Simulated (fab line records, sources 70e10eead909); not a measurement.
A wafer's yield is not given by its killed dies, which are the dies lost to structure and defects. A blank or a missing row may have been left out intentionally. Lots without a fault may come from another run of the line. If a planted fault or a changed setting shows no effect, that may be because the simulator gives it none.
fab line records / flow nand_harc
record: lots: 13 wafers: 39 last_day: 34
route steps=1302 shown A_ONON_D2@546 A_CHANNEL_HOLE_D2@581
lots that met no fault: taken from a fault-free run of the same line
start_h: start of the lot's first displayed wafer, in hours after the record's first day / wait_h: time in hours since the lot's previous step / " same as the row above / L1.1+2: a single row standing in for several wafers / - no value, or no start given / * or withheld: withheld / < > ~ a bound
route shown NAME@n: names a module that has steps shown in the file, with the first one's number in the route / usual: mean/standard deviation of fault-free wafers / same: alike in all rows / chamber/n: place in a boat / sites: each site's reading / _std_site: the values' standard deviation / _edge_site: mean of outer sites minus mean of inner sites / radius_mm: how far each site lies from the wafer's centre / mask NAME#n: copy n / behind: the tool/chamber that last shaped the wafer / hold: reason for holding the lot/hours on hold/outcome of the hold / device: names the non-switching transistor (n, p or np) / end of line: the route-end tests of the same wafers / a step with no rows: only its recipe / killed: at the first sort, the dies lost to defects and structure; wafer yield is something else / map: a wafer's dies, marking killed ones x, the rest . and places with no die _
set.NAME: the setting the step ran with; set.NAME@STEP: the setting that earlier step ran with / model.NAME: the simulator's own value behind a step, which no gauge read
steps of the route over a sample of lots; a table a step, a row a wafer
services: when a tool's chamber went out of use (start_h, in hours from the record's first day, below 0 if earlier), for how many hours, and the reason
== steps ==
step: NHARC_A_ONON_D2_THK_MEAS_02
recipe: thk_meas_gauge: ellipsometry
usual: thk_nm: 1000/11
lot.wafer=L793.2 tool=film_metro-02 chamber=- start_h=281.88 wait_h=- thk_nm=1003
lot.wafer=L793.5 tool=film_metro-02 chamber=- start_h=281.88 wait_h=- thk_nm=1003
lot.wafer=L793.6 tool=film_metro-02 chamber=- start_h=281.88 wait_h=- thk_nm=1003
lot.wafer=L794.1 tool=film_metro-02 chamber=- start_h=302.18 wait_h=- thk_nm=1009
lot.wafer=L794.2 tool=film_metro-02 chamber=- start_h=302.18 wait_h=- thk_nm=1007
lot.wafer=L794.6 tool=film_metro-02 chamber=- start_h=302.18 wait_h=- thk_nm=1009
lot.wafer=L795.1 tool=film_metro-02 chamber=- start_h=312.74 wait_h=- thk_nm=999
lot.wafer=L795.3 tool=film_metro-02 chamber=- start_h=312.74 wait_h=- thk_nm=999
lot.wafer=L795.5 tool=film_metro-02 chamber=- start_h=312.74 wait_h=- thk_nm=999
lot.wafer=L796.2 tool=film_metro-02 chamber=- start_h=312.88 wait_h=- thk_nm=994
lot.wafer=L796.3 tool=film_metro-02 chamber=- start_h=312.88 wait_h=- thk_nm=996
lot.wafer=L796.4 tool=film_metro-02 chamber=- start_h=312.88 wait_h=- thk_nm=994
lot.wafer=L801.2 tool=film_metro-01 chamber=- start_h=362.09 wait_h=- thk_nm=991
lot.wafer=L801.3 tool=film_metro-01 chamber=- start_h=362.09 wait_h=- thk_nm=992
lot.wafer=L801.6 tool=film_metro-01 chamber=- start_h=362.09 wait_h=- thk_nm=993
lot.wafer=L805.1 tool=film_metro-01 chamber=- start_h=414.35 wait_h=- thk_nm=1001
lot.wafer=L805.3 tool=film_metro-01 chamber=- start_h=414.35 wait_h=- thk_nm=1004
lot.wafer=L805.4 tool=film_metro-01 chamber=- start_h=414.35 wait_h=- thk_nm=1003
lot.wafer=L808.1 tool=film_metro-02 chamber=- start_h=429.08 wait_h=- thk_nm=996
lot.wafer=L808.4 tool=film_metro-02 chamber=- start_h=429.08 wait_h=- thk_nm=997
lot.wafer=L808.6 tool=film_metro-02 chamber=- start_h=429.08 wait_h=- thk_nm=997
lot.wafer=L810.2 tool=film_metro-01 chamber=- start_h=446.93 wait_h=- thk_nm=1001
lot.wafer=L810.4 tool=film_metro-01 chamber=- start_h=446.93 wait_h=- thk_nm=1001
lot.wafer=L810.5 tool=film_metro-01 chamber=- start_h=446.93 wait_h=- thk_nm=1002
lot.wafer=L809.2 tool=film_metro-02 chamber=- start_h=447.04 wait_h=- thk_nm=983
lot.wafer=L809.3 tool=film_metro-02 chamber=- start_h=447.04 wait_h=- thk_nm=983
lot.wafer=L809.6 tool=film_metro-02 chamber=- start_h=447.04 wait_h=- thk_nm=984
lot.wafer=L811.4 tool=film_metro-02 chamber=- start_h=467.29 wait_h=- thk_nm=1015
lot.wafer=L811.5 tool=film_metro-02 chamber=- start_h=467.29 wait_h=- thk_nm=1014
lot.wafer=L811.6 tool=film_metro-02 chamber=- start_h=467.29 wait_h=- thk_nm=1014
lot.wafer=L814.1 tool=film_metro-01 chamber=- start_h=489.05 wait_h=- thk_nm=1004
lot.wafer=L814.4 tool=film_metro-01 chamber=- start_h=489.05 wait_h=- thk_nm=1006
lot.wafer=L814.6 tool=film_metro-01 chamber=- start_h=489.05 wait_h=- thk_nm=1004
lot.wafer=L813.1 tool=film_metro-02 chamber=- start_h=489.05 wait_h=- thk_nm=988
lot.wafer=L813.3 tool=film_metro-02 chamber=- start_h=489.05 wait_h=- thk_nm=988
lot.wafer=L813.6 tool=film_metro-02 chamber=- start_h=489.05 wait_h=- thk_nm=987
lot.wafer=L815.2 tool=film_metro-01 chamber=- start_h=517.78 wait_h=- thk_nm=981
lot.wafer=L815.3 tool=film_metro-01 chamber=- start_h=517.78 wait_h=- thk_nm=983
lot.wafer=L815.5 tool=film_metro-01 chamber=- start_h=517.78 wait_h=- thk_nm=984
step: NHARC_A_ONON_D2_THK_MEAS_24
recipe: thk_meas_gauge: ellipsometry
usual: thk_nm: 1003/11
lot.wafer=L793.2 tool=film_metro-01 chamber=- start_h=292.66 wait_h=- thk_nm=1008
lot.wafer=L793.5 tool=film_metro-01 chamber=- start_h=292.66 wait_h=- thk_nm=1008
lot.wafer=L793.6 tool=film_metro-01 chamber=- start_h=292.66 wait_h=- thk_nm=1007
lot.wafer=L794.1 tool=film_metro-02 chamber=- start_h=313.67 wait_h=- thk_nm=1002
lot.wafer=L794.2 tool=film_metro-02 chamber=- start_h=313.67 wait_h=- thk_nm=1001
lot.wafer=L794.6 tool=film_metro-02 chamber=- start_h=313.67 wait_h=- thk_nm=1001
lot.wafer=L796.2 tool=film_metro-02 chamber=- start_h=323.53 wait_h=- thk_nm=1020
lot.wafer=L796.3 tool=film_metro-02 chamber=- start_h=323.53 wait_h=- thk_nm=1019
lot.wafer=L796.4 tool=film_metro-02 chamber=- start_h=323.53 wait_h=- thk_nm=1019
lot.wafer=L795.1 tool=film_metro-02 chamber=- start_h=323.55 wait_h=- thk_nm=978
lot.wafer=L795.3 tool=film_metro-02 chamber=- start_h=323.55 wait_h=- thk_nm=976
lot.wafer=L795.5 tool=film_metro-02 chamber=- start_h=323.55 wait_h=- thk_nm=978
lot.wafer=L801.2 tool=film_metro-02 chamber=- start_h=373.49 wait_h=- thk_nm=1007
lot.wafer=L801.3 tool=film_metro-02 chamber=- start_h=373.49 wait_h=- thk_nm=1005
lot.wafer=L801.6 tool=film_metro-02 chamber=- start_h=373.49 wait_h=- thk_nm=1005
lot.wafer=L805.1 tool=film_metro-01 chamber=- start_h=425.16 wait_h=- thk_nm=1006
lot.wafer=L805.3 tool=film_metro-01 chamber=- start_h=425.16 wait_h=- thk_nm=1007
lot.wafer=L805.4 tool=film_metro-01 chamber=- start_h=425.16 wait_h=- thk_nm=1006
lot.wafer=L808.1 tool=film_metro-02 chamber=- start_h=440.69 wait_h=- thk_nm=1010
lot.wafer=L808.4 tool=film_metro-02 chamber=- start_h=440.69 wait_h=- thk_nm=1008
lot.wafer=L808.6 tool=film_metro-02 chamber=- start_h=440.69 wait_h=- thk_nm=1007
lot.wafer=L810.2 tool=film_metro-01 chamber=- start_h=459.38 wait_h=- thk_nm=1026
lot.wafer=L810.4 tool=film_metro-01 chamber=- start_h=459.38 wait_h=- thk_nm=1026
lot.wafer=L810.5 tool=film_metro-01 chamber=- start_h=459.38 wait_h=- thk_nm=1024
lot.wafer=L809.2 tool=film_metro-02 chamber=- start_h=459.41 wait_h=- thk_nm=1018
lot.wafer=L809.3 tool=film_metro-02 chamber=- start_h=459.41 wait_h=- thk_nm=1018
lot.wafer=L809.6 tool=film_metro-02 chamber=- start_h=459.41 wait_h=- thk_nm=1019
lot.wafer=L811.4 tool=film_metro-01 chamber=- start_h=478.07 wait_h=- thk_nm=999
lot.wafer=L811.5 tool=film_metro-01 chamber=- start_h=478.07 wait_h=- thk_nm=999
lot.wafer=L811.6 tool=film_metro-01 chamber=- start_h=478.07 wait_h=- thk_nm=999
lot.wafer=L813.1 tool=film_metro-01 chamber=- start_h=500.44 wait_h=- thk_nm=1009
lot.wafer=L813.3 tool=film_metro-01 chamber=- start_h=500.44 wait_h=- thk_nm=1008
lot.wafer=L813.6 tool=film_metro-01 chamber=- start_h=500.44 wait_h=- thk_nm=1008
lot.wafer=L814.1 tool=film_metro-02 chamber=- start_h=500.45 wait_h=- thk_nm=997
lot.wafer=L814.4 tool=film_metro-02 chamber=- start_h=500.45 wait_h=- thk_nm=997
lot.wafer=L814.6 tool=film_metro-02 chamber=- start_h=500.45 wait_h=- thk_nm=997
lot.wafer=L815.2 tool=film_metro-02 chamber=- start_h=527.34 wait_h=- thk_nm=993
lot.wafer=L815.3 tool=film_metro-02 chamber=- start_h=527.34 wait_h=- thk_nm=996
lot.wafer=L815.5 tool=film_metro-02 chamber=- start_h=527.34 wait_h=- thk_nm=995
step: NHARC_A_CHANNEL_HOLE_D2_DEVELOP_09
recipe: develop_time_s: 35 dev_temp_c: 23
lot.wafer=L793.2+5+6 tool=litho_track-04 chamber=0 start_h=298 wait_h=-
lot.wafer=L794.1+2+6 tool=litho_track-06 chamber=0 start_h=319 wait_h=-
lot.wafer=L796.2+3+4 tool=litho_track-01 chamber=0 start_h=327 wait_h=-
lot.wafer=L795.1+3+5 tool=litho_track-01 chamber=0 start_h=327 wait_h=-
lot.wafer=L801.2+3+6 tool=litho_track-01 chamber=0 start_h=380 wait_h=-
lot.wafer=L805.1+3+4 tool=litho_track-04 chamber=0 start_h=429 wait_h=-
lot.wafer=L808.1+4+6 tool=litho_track-06 chamber=0 start_h=446 wait_h=-
lot.wafer=L810.2+4+5 tool=litho_track-06 chamber=0 start_h=464 wait_h=-
lot.wafer=L809.2+3+6 tool=litho_track-06 chamber=0 start_h=464 wait_h=-
lot.wafer=L811.4+5+6 tool=litho_track-06 chamber=0 start_h=482 wait_h=-
lot.wafer=L813.1+3+6 tool=litho_track-04 chamber=0 start_h=505 wait_h=-
lot.wafer=L814.1+4+6 tool=litho_track-06 chamber=0 start_h=506 wait_h=-
lot.wafer=L815.2+3+5 tool=litho_track-01 chamber=0 start_h=533 wait_h=-
step: NHARC_A_CHANNEL_HOLE_D2_CD_MEAS_10
recipe: target_cd_nm: 100 landing_energy_ev: 500
usual: cd_nm: 100.2/0.49
lot.wafer=L793.2 tool=cd_sem-03 chamber=0 start_h=298.65 wait_h=- cd_nm=99.8
lot.wafer=L793.5 tool=cd_sem-03 chamber=0 start_h=298.65 wait_h=- cd_nm=100.8
lot.wafer=L793.6 tool=cd_sem-03 chamber=0 start_h=298.65 wait_h=- cd_nm=100.3
lot.wafer=L794.1 tool=cd_sem-03 chamber=0 start_h=319.36 wait_h=- cd_nm=100.3
lot.wafer=L794.2 tool=cd_sem-03 chamber=0 start_h=319.36 wait_h=- cd_nm=100.4
lot.wafer=L794.6 tool=cd_sem-03 chamber=0 start_h=319.36 wait_h=- cd_nm=100.0
lot.wafer=L796.2 tool=cd_sem-03 chamber=0 start_h=327.87 wait_h=- cd_nm=99.7
lot.wafer=L796.3 tool=cd_sem-03 chamber=0 start_h=327.87 wait_h=- cd_nm=100.1
lot.wafer=L796.4 tool=cd_sem-03 chamber=0 start_h=327.87 wait_h=- cd_nm=100.1
lot.wafer=L795.1 tool=cd_sem-02 chamber=0 start_h=328.02 wait_h=- cd_nm=101.0
lot.wafer=L795.3 tool=cd_sem-02 chamber=0 start_h=328.02 wait_h=- cd_nm=100.5
lot.wafer=L795.5 tool=cd_sem-02 chamber=0 start_h=328.02 wait_h=- cd_nm=100.1
lot.wafer=L801.2 tool=cd_sem-01 chamber=0 start_h=380.63 wait_h=- cd_nm=98.7
lot.wafer=L801.3 tool=cd_sem-01 chamber=0 start_h=380.63 wait_h=- cd_nm=100.6
lot.wafer=L801.6 tool=cd_sem-01 chamber=0 start_h=380.63 wait_h=- cd_nm=99.8
lot.wafer=L805.1 tool=cd_sem-02 chamber=0 start_h=429.63 wait_h=- cd_nm=99.8
lot.wafer=L805.3 tool=cd_sem-02 chamber=0 start_h=429.63 wait_h=- cd_nm=100.4
lot.wafer=L805.4 tool=cd_sem-02 chamber=0 start_h=429.63 wait_h=- cd_nm=100.5
lot.wafer=L808.1 tool=cd_sem-03 chamber=0 start_h=446.68 wait_h=- cd_nm=100.1
lot.wafer=L808.4 tool=cd_sem-03 chamber=0 start_h=446.68 wait_h=- cd_nm=100.0
lot.wafer=L808.6 tool=cd_sem-03 chamber=0 start_h=446.68 wait_h=- cd_nm=100.2
lot.wafer=L810.2 tool=cd_sem-01 chamber=0 start_h=464.75 wait_h=- cd_nm=99.8
lot.wafer=L810.4 tool=cd_sem-01 chamber=0 start_h=464.75 wait_h=- cd_nm=100.1
lot.wafer=L810.5 tool=cd_sem-01 chamber=0 start_h=464.75 wait_h=- cd_nm=99.7
lot.wafer=L809.2 tool=cd_sem-01 chamber=0 start_h=465.02 wait_h=- cd_nm=100.4
lot.wafer=L809.3 tool=cd_sem-01 chamber=0 start_h=465.02 wait_h=- cd_nm=101.0
lot.wafer=L809.6 tool=cd_sem-01 chamber=0 start_h=465.02 wait_h=- cd_nm=100.7
lot.wafer=L811.4 tool=cd_sem-03 chamber=0 start_h=482.55 wait_h=- cd_nm=100.3
lot.wafer=L811.5 tool=cd_sem-03 chamber=0 start_h=482.55 wait_h=- cd_nm=100.2
lot.wafer=L811.6 tool=cd_sem-03 chamber=0 start_h=482.55 wait_h=- cd_nm=99.6
lot.wafer=L813.1 tool=cd_sem-03 chamber=0 start_h=505.51 wait_h=- cd_nm=99.2
lot.wafer=L813.3 tool=cd_sem-03 chamber=0 start_h=505.51 wait_h=- cd_nm=100.1
lot.wafer=L813.6 tool=cd_sem-03 chamber=0 start_h=505.51 wait_h=- cd_nm=100.3
lot.wafer=L814.1 tool=cd_sem-01 chamber=0 start_h=506.34 wait_h=- cd_nm=99.8
lot.wafer=L814.4 tool=cd_sem-01 chamber=0 start_h=506.34 wait_h=- cd_nm=99.8
lot.wafer=L814.6 tool=cd_sem-01 chamber=0 start_h=506.34 wait_h=- cd_nm=100.0
lot.wafer=L815.2 tool=cd_sem-02 chamber=0 start_h=533.30 wait_h=- cd_nm=100.4
lot.wafer=L815.3 tool=cd_sem-02 chamber=0 start_h=533.30 wait_h=- cd_nm=100.8
lot.wafer=L815.5 tool=cd_sem-02 chamber=0 start_h=533.30 wait_h=- cd_nm=100.2
step: NHARC_A_CHANNEL_HOLE_D2_ETCH_21
recipe: bias_v: 3000 source_w: withheld pressure_mtorr: 20 time_s: 514.3 ar_flow_sccm: 375 c4f8_flow_sccm: 89.3 o2_flow_sccm: 35.7 temp_c: -20 target_depth_a: 16000 chemistry: C4F8/O2/Ar
usual: drypump_motor_current_A: 5.5/0.45 o2_flow_sccm: 35.70/0.11 showerhead_plenum_p_Torr: 3.62/0.15 throttle_valve_pct: 32.155/0.008
same: time_s: 514.3
lot.wafer=L793.2 tool=har_etch-01 chamber=1 start_h=301.92 wait_h=0.3 drypump_motor_current_A=6.2 o2_flow_sccm=35.82 rf_hours_counter_h=160 showerhead_plenum_p_Torr=3.69 throttle_valve_pct=32.151
lot.wafer=L793.5 tool=har_etch-01 chamber=1 start_h=301.92 wait_h=0.3 drypump_motor_current_A=6.2 o2_flow_sccm=35.72 rf_hours_counter_h=- showerhead_plenum_p_Torr=3.69 throttle_valve_pct=32.156
lot.wafer=L793.6 tool=har_etch-01 chamber=0 start_h=301.92 wait_h=0.3 drypump_motor_current_A=5.5 o2_flow_sccm=35.62 rf_hours_counter_h=- showerhead_plenum_p_Torr=3.51 throttle_valve_pct=32.160
lot.wafer=L794.1 tool=har_etch-02 chamber=1 start_h=321.78 wait_h=0.5 drypump_motor_current_A=5.5 o2_flow_sccm=35.80 rf_hours_counter_h=368 showerhead_plenum_p_Torr=3.39 throttle_valve_pct=32.164
lot.wafer=L794.2 tool=har_etch-02 chamber=1 start_h=321.78 wait_h=0.5 drypump_motor_current_A=5.5 o2_flow_sccm=35.66 rf_hours_counter_h=- showerhead_plenum_p_Torr=3.39 throttle_valve_pct=32.159
lot.wafer=L794.6 tool=har_etch-02 chamber=1 start_h=321.78 wait_h=0.5 drypump_motor_current_A=5.5 o2_flow_sccm=35.72 rf_hours_counter_h=- showerhead_plenum_p_Torr=3.39 throttle_valve_pct=32.159
lot.wafer=L796.2 tool=har_etch-02 chamber=0 start_h=330.43 wait_h=0.6 drypump_motor_current_A=4.9 o2_flow_sccm=35.75 rf_hours_counter_h=- showerhead_plenum_p_Torr=3.63 throttle_valve_pct=32.174
lot.wafer=L796.3 tool=har_etch-02 chamber=0 start_h=330.43 wait_h=0.6 drypump_motor_current_A=4.9 o2_flow_sccm=35.64 rf_hours_counter_h=- showerhead_plenum_p_Torr=3.63 throttle_valve_pct=32.162
lot.wafer=L796.4 tool=har_etch-02 chamber=0 start_h=330.43 wait_h=0.6 drypump_motor_current_A=4.9 o2_flow_sccm=35.78 rf_hours_counter_h=- showerhead_plenum_p_Torr=3.63 throttle_valve_pct=32.170
lot.wafer=L795.1 tool=har_etch-01 chamber=0 start_h=332.15 wait_h=0.3 drypump_motor_current_A=5.5 o2_flow_sccm=35.69 rf_hours_counter_h=176 showerhead_plenum_p_Torr=3.50 throttle_valve_pct=32.141
lot.wafer=L795.3 tool=har_etch-01 chamber=1 start_h=332.15 wait_h=0.3 drypump_motor_current_A=6.2 o2_flow_sccm=35.77 rf_hours_counter_h=- showerhead_plenum_p_Torr=3.69 throttle_valve_pct=32.157
lot.wafer=L795.5 tool=har_etch-01 chamber=0 start_h=332.15 wait_h=0.3 drypump_motor_current_A=5.5 o2_flow_sccm=35.64 rf_hours_counter_h=- showerhead_plenum_p_Torr=3.50 throttle_valve_pct=32.153
lot.wafer=L801.2 tool=har_etch-01 chamber=0 start_h=385.81 wait_h=0.3 drypump_motor_current_A=5.5 o2_flow_sccm=35.66 rf_hours_counter_h=214 showerhead_plenum_p_Torr=3.48 throttle_valve_pct=32.164
lot.wafer=L801.3 tool=har_etch-01 chamber=1 start_h=385.81 wait_h=0.3 drypump_motor_current_A=6.2 o2_flow_sccm=35.92 rf_hours_counter_h=- showerhead_plenum_p_Torr=3.66 throttle_valve_pct=32.146
lot.wafer=L801.6 tool=har_etch-01 chamber=1 start_h=385.81 wait_h=0.3 drypump_motor_current_A=6.2 o2_flow_sccm=35.63 rf_hours_counter_h=- showerhead_plenum_p_Torr=3.66 throttle_valve_pct=32.145
lot.wafer=L805.1 tool=har_etch-02 chamber=1 start_h=431.50 wait_h=0.3 drypump_motor_current_A=5.5 o2_flow_sccm=35.79 rf_hours_counter_h=20 showerhead_plenum_p_Torr=3.91 throttle_valve_pct=32.154
lot.wafer=L805.3 tool=har_etch-02 chamber=0 start_h=431.50 wait_h=0.3 drypump_motor_current_A=4.9 o2_flow_sccm=35.65 rf_hours_counter_h=- showerhead_plenum_p_Torr=3.60 throttle_valve_pct=32.153
lot.wafer=L805.4 tool=har_etch-02 chamber=1 start_h=431.50 wait_h=0.3 drypump_motor_current_A=5.5 o2_flow_sccm=35.86 rf_hours_counter_h=- showerhead_plenum_p_Torr=3.91 throttle_valve_pct=32.161
lot.wafer=L808.1 tool=har_etch-01 chamber=0 start_h=449.36 wait_h=0.3 drypump_motor_current_A=5.5 o2_flow_sccm=35.77 rf_hours_counter_h=260 showerhead_plenum_p_Torr=3.46 throttle_valve_pct=32.169
lot.wafer=L808.4 tool=har_etch-01 chamber=0 start_h=449.36 wait_h=0.3 drypump_motor_current_A=5.5 o2_flow_sccm=35.77 rf_hours_counter_h=- showerhead_plenum_p_Torr=3.46 throttle_valve_pct=32.144
lot.wafer=L808.6 tool=har_etch-01 chamber=0 start_h=449.36 wait_h=0.3 drypump_motor_current_A=5.5 o2_flow_sccm=35.74 rf_hours_counter_h=- showerhead_plenum_p_Torr=3.46 throttle_valve_pct=32.153
lot.wafer=L810.2 tool=har_etch-01 chamber=0 start_h=466.82 wait_h=0.3 drypump_motor_current_A=5.5 o2_flow_sccm=35.94 rf_hours_counter_h=268 showerhead_plenum_p_Torr=3.45 throttle_valve_pct=32.168
lot.wafer=L810.4 tool=har_etch-01 chamber=1 start_h=466.82 wait_h=0.3 drypump_motor_current_A=6.2 o2_flow_sccm=35.89 rf_hours_counter_h=- showerhead_plenum_p_Torr=3.64 throttle_valve_pct=32.155
lot.wafer=L810.5 tool=har_etch-01 chamber=1 start_h=466.82 wait_h=0.3 drypump_motor_current_A=6.2 o2_flow_sccm=35.79 rf_hours_counter_h=- showerhead_plenum_p_Torr=3.64 throttle_valve_pct=32.163
lot.wafer=L809.2 tool=har_etch-02 chamber=1 start_h=466.85 wait_h=0.3 drypump_motor_current_A=5.5 o2_flow_sccm=35.55 rf_hours_counter_h=42 showerhead_plenum_p_Torr=3.90 throttle_valve_pct=32.149
lot.wafer=L809.3 tool=har_etch-02 chamber=0 start_h=466.85 wait_h=0.3 drypump_motor_current_A=4.9 o2_flow_sccm=35.69 rf_hours_counter_h=- showerhead_plenum_p_Torr=3.59 throttle_valve_pct=32.147
lot.wafer=L809.6 tool=har_etch-02 chamber=0 start_h=466.85 wait_h=0.3 drypump_motor_current_A=4.9 o2_flow_sccm=35.68 rf_hours_counter_h=- showerhead_plenum_p_Torr=3.59 throttle_valve_pct=32.161
lot.wafer=L811.4 tool=har_etch-01 chamber=1 start_h=484.97 wait_h=0.3 drypump_motor_current_A=6.2 o2_flow_sccm=35.76 rf_hours_counter_h=- showerhead_plenum_p_Torr=3.63 throttle_valve_pct=32.154
lot.wafer=L811.5 tool=har_etch-01 chamber=1 start_h=484.97 wait_h=0.3 drypump_motor_current_A=6.2 o2_flow_sccm=35.67 rf_hours_counter_h=- showerhead_plenum_p_Torr=3.63 throttle_valve_pct=32.148
lot.wafer=L811.6 tool=har_etch-01 chamber=0 start_h=484.97 wait_h=0.3 drypump_motor_current_A=5.5 o2_flow_sccm=35.79 rf_hours_counter_h=- showerhead_plenum_p_Torr=3.45 throttle_valve_pct=32.161
lot.wafer=L813.1 tool=har_etch-02 chamber=0 start_h=511.99 wait_h=0.3 drypump_motor_current_A=4.9 o2_flow_sccm=35.59 rf_hours_counter_h=65 showerhead_plenum_p_Torr=3.58 throttle_valve_pct=32.166
lot.wafer=L813.3 tool=har_etch-02 chamber=1 start_h=511.99 wait_h=0.3 drypump_motor_current_A=5.5 o2_flow_sccm=35.81 rf_hours_counter_h=- showerhead_plenum_p_Torr=3.89 throttle_valve_pct=32.142
lot.wafer=L813.6 tool=har_etch-02 chamber=0 start_h=511.99 wait_h=0.3 drypump_motor_current_A=4.9 o2_flow_sccm=35.64 rf_hours_counter_h=- showerhead_plenum_p_Torr=3.58 throttle_valve_pct=32.150
lot.wafer=L814.1 tool=har_etch-02 chamber=0 start_h=516.15 wait_h=0.3 drypump_motor_current_A=4.9 o2_flow_sccm=35.79 rf_hours_counter_h=69 showerhead_plenum_p_Torr=3.58 throttle_valve_pct=32.170
lot.wafer=L814.4 tool=har_etch-02 chamber=0 start_h=516.15 wait_h=0.3 drypump_motor_current_A=4.9 o2_flow_sccm=35.80 rf_hours_counter_h=- showerhead_plenum_p_Torr=3.58 throttle_valve_pct=32.147
lot.wafer=L814.6 tool=har_etch-02 chamber=1 start_h=516.15 wait_h=0.3 drypump_motor_current_A=5.5 o2_flow_sccm=35.67 rf_hours_counter_h=- showerhead_plenum_p_Torr=3.89 throttle_valve_pct=32.142
lot.wafer=L815.2 tool=har_etch-01 chamber=1 start_h=538.58 wait_h=0.3 drypump_motor_current_A=6.2 o2_flow_sccm=35.45 rf_hours_counter_h=309 showerhead_plenum_p_Torr=3.61 throttle_valve_pct=32.144
lot.wafer=L815.3 tool=har_etch-01 chamber=1 start_h=538.58 wait_h=0.3 drypump_motor_current_A=6.2 o2_flow_sccm=35.55 rf_hours_counter_h=- showerhead_plenum_p_Torr=3.61 throttle_valve_pct=32.165
lot.wafer=L815.5 tool=har_etch-01 chamber=1 start_h=538.58 wait_h=0.3 drypump_motor_current_A=6.2 o2_flow_sccm=35.53 rf_hours_counter_h=- showerhead_plenum_p_Torr=3.61 throttle_valve_pct=32.155
== services ==
tool=har_etch-02 chamber=0 start_h=304.13 hours=- kind=consumable_replace:focus_ring
tool=har_etch-02 chamber=0 start_h=304.13 hours=17.0 kind=scheduled_down
tool=har_etch-02 chamber=0 start_h=304.13 hours=17.0 kind=vent_cycle
tool=har_etch-02 chamber=1 start_h=329.18 hours=- kind=consumable_replace:showerhead
tool=har_etch-02 chamber=1 start_h=329.18 hours=17.0 kind=scheduled_down
tool=har_etch-02 chamber=1 start_h=329.18 hours=17.0 kind=vent_cycle
tool=litho_track-01 chamber=- start_h=330.00 hours=7.0 kind=pm
tool=litho_track-06 chamber=- start_h=354.00 hours=7.0 kind=pm
tool=litho_track-04 chamber=- start_h=378.00 hours=7.0 kind=pm
tool=har_etch-02 chamber=- start_h=383.90 hours=17.0 kind=pm
tool=har_etch-02 chamber=0 start_h=383.90 hours=17.0 kind=vent_cycle
tool=har_etch-02 chamber=1 start_h=383.90 hours=17.0 kind=vent_cycle
tool=har_etch-02 chamber=0 start_h=400.90 hours=- kind=clean
tool=har_etch-02 chamber=1 start_h=400.90 hours=- kind=clean
tool=har_etch-02 chamber=1 start_h=400.90 hours=- kind=consumable_replace:focus_ring
tool=litho_track-01 chamber=- start_h=505.00 hours=7.0 kind=pm
tool=litho_track-06 chamber=- start_h=529.00 hours=7.0 kind=pm
== key ==
first_sign: step: NHARC_A_CHANNEL_HOLE_D2_CD_MEAS_10 reading: cd_nm direction: down sigmas: 3.1 usual: 100.2 struck: 98.7
effect none on later readings
met_at NHARC_A_CHANNEL_HOLE_D2_DEVELOP_09
struck_lots L801
struck_wafers L801.2
tester_left_out L801
not_acting_at NHARC_A_ONON_D2_THK_MEAS_02,NHARC_A_ONON_D2_THK_MEAS_24,NHARC_A_CHANNEL_HOLE_D2_ETCH_21
onset_between 327 380
fault: kind: process_parameter_drift tool: litho_track-01 chamber: - onset_h: 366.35 steps: NHARC_A_CHANNEL_HOLE_D2_DEVELOP_09 channel: develop_time_s offset: * shape: step end_h: 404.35 scope: struck_wafers_only acts_in: * stated: *
tester_left_out: of these lots the tester's yield and bins aren't shown, on N5 and GAA mostly nor the transistor test; their killed dies are dies lost to structure and defects alone, not to doping, threshold or leakage, so they don't give the yield
